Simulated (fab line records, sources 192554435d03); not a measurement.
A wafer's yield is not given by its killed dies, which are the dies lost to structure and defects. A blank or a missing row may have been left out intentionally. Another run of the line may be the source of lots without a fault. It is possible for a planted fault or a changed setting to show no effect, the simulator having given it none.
Chamber matching | flow n5 finfet | rie diel-01 running N5_BEOL_M6_ETCH_65: 4 sister chambers
The step etches SiARC in CF4, target depth 15.6 nm, time 26 s. 4 wafers are shown with their chamber, then 9 later ones without.

== WAFERS, EACH WITH ITS CHAMBER ==
wafer  | chamber | throttle valve pct (%)
L084.4 | 0       | 15.84
L082.2 | 1       | 15.90
L082.3 | 3       | 15.42
L082.4 | 2       | 15.33

== WAFERS WHOSE CHAMBER IS MISSING ==
wafer  | throttle valve pct (%)
L090.2 | 15.43
L090.3 | 15.94
L090.6 | 15.44
L094.1 | 15.38
L094.2 | 15.00
L094.3 | 15.97
L094.4 | 15.98
L094.5 | 14.99
L094.6 | 15.38

== EACH ONE'S CHAMBER ==
wafer  | from the rows above     | in truth
L090.2 | can't be placed: 3 or 2 | 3
L090.3 | can't be placed: 1 or 0 | 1
L090.6 | can't be placed: 3 or 2 | 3
L094.1 | can't be placed: 3 or 2 | 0
L094.2 | can't be placed: 2 or 3 | 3
L094.3 | can't be placed: 1 or 0 | 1
L094.4 | can't be placed: 1 or 0 | 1
L094.5 | can't be placed: 2 or 3 | 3
L094.6 | can't be placed: 3 or 2 | 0
Correct placement for 0 of the 9. Unplaceable from these rows: 9, with the true chamber sitting among the candidates in 7. Wrongly placed: 0.
How it was worked out, from the rows above alone: a wafer's distance from a chamber is the root of the sum, over the readings, of the square of ((its reading less the chamber's mean) divided by the reading's scatter). If the next closest chamber is less than 2 further off than the closest, the wafer can't be placed; otherwise it belongs to the closest. Each chamber's mean is taken over the wafers shown for it. The scatter: with one shown wafer a chamber, the root of the mean of the squares of how far each hidden wafer lies from its nearest shown one.
